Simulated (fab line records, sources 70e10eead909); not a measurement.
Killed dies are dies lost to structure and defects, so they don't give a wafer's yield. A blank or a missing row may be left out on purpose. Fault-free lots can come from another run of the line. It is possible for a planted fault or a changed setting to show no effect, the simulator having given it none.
A lot that was struck, set against a sound lot + flow nandHarc + 16 steps out of a route of 1302
Sound: wafers L592.2, L592.4, L592.5. Struck: wafers L608.1, L608.2, L608.3. The cause is given at the end.
For every step that has rows: the tool of each side, followed by ch and its chambers, followed by its first start. Under that, the readings that differ: sound wafers + struck wafers + difference of the means + sigmas: that difference in standard deviations of wafers without a fault.
alike: readings with means less than 2 such deviations apart, plus words and numbers identical on both sides. not compared: withheld readings, readings lacking a value on some wafer, bounds such as >300 that could conceal the same value, and numbers that have no deviation in the record and whose values overlap.
A row with sigmas, a row that says differs or no value, or rows on one side alone: a step with any of these is where the two part. Non-overlapping numbers with no deviation appear without sigmas and do not part them. A reading that every wafer of one side lacks parts them only if that side has two wafers or more.

NHARC_P_M2_INSPECT_11:
  sound on defectInspect-01, day 8 12:50; struck on defectInspect-01, day 15 01:44
  alike: rawDefectCount
then, 1 step without rows for these wafers: NHARC_P_M2_DESCUM_14 (chemistry O2, time 3 s).
NHARC_P_M2_ETCH_35: etches the open film in N2/H2, target depth 40 nm, overetch 12 nm, time 43.94 s.
  sound on rieDiel-01 ch 1,2,3, day 8 12:59; struck on rieDiel-08 ch 1,2,3, day 15 01:52
  alike: drypumpMotorCurrentA, oesProductAu, rfVppV, showerheadPlenumPTorr, throttleValvePct
  not compared: rfHoursCounterH
then, 1 step without rows for these wafers: NHARC_P_M2_ETCH_15 (etches the open film in C4F8/Ar, target depth 182.5 nm, time 91.2 s).
NHARC_P_M2_CD_MEAS_16:
  sound on cdSem-01, day 8 13:12; struck on cdSem-02, day 15 02:05
  alike: cdNm
NHARC_P_M2_STRIP_18: strips in N2/H2.
  sound on rieDiel-03 ch 1,2, day 8 13:18; struck on rieDiel-01 ch 0,1,2, day 15 02:11
  alike: drypumpMotorCurrentA, oesProductAu, rfVppV, showerheadPlenumPTorr, throttleValvePct
  not compared: rfHoursCounterH
NHARC_P_M2_ETCH_28: etches the open film in CF4/N2, target depth 30 nm, time 72.99 s.
  sound: rieDiel-03 ch 1,2; struck: rieDiel-01 ch 1,2,3
  alike: drypumpMotorCurrentA, oesProductAu, rfVppV, showerheadPlenumPTorr, throttleValvePct
  not compared: rfHoursCounterH
then, 2 steps without rows for these wafers: NHARC_P_M2_STRIP_19 (strips in post etch residue remover, time 600 s); NHARC_P_M2_DEGAS_29 (time 60 s).
NHARC_P_M2_PRE_CLEAN_30: time 30 s.
  sound on pvdSputter-02; struck on pvdSputter-03
  alike: heaterPowerW
then, 1 step without rows for these wafers: NHARC_P_M2_PVD_20 (deposits TaN, target thk 5 nm, time 8.06 s).
NHARC_P_M2_PVD_21: deposits Cu, target thk 30 nm, time 20.49 s.
  sound on pvdSputter-02; struck on pvdSputter-03
  alike: cathodeDcPowerW, throttleValvePct
NHARC_P_M2_ECD_22: material Cu, target thk 400 nm.
  sound on ecdCu-02 ch 0,1, day 8 14:16; struck on ecdCu-02 ch 0,1, day 15 03:10
then, 1 step without rows for these wafers: NHARC_P_M2_ANNEAL_31 (time 90 s).
NHARC_P_M2_CMP_23: polishes, t overpolish 20 s, target thk 144.3 nm.
  sound on cmp-02 ch 0,2,3, day 8 15:04; struck on cmp-02 ch 0,2,3, day 15 03:53
| reading             | sound    | struck   | difference | sigmas |
|---------------------|----------|----------|------------|--------|
| timeToEndpointS (s) | 26 29 28 | 16 16 15 | -12        | -4     |
  alike: motorCurrentA
NHARC_P_M2_THK_MEAS_24: measures by xrf.
  sound on filmMetro-01, day 8 15:19; struck on filmMetro-02, day 15 04:12
  alike: thkNm

== WHERE THEY PART ==
Only at NHARC_P_M2_CMP_23, within this record. Later steps at which nothing parts them and some readings are alike: NHARC_P_M2_THK_MEAS_24.

WHY: what had been put in by the simulator
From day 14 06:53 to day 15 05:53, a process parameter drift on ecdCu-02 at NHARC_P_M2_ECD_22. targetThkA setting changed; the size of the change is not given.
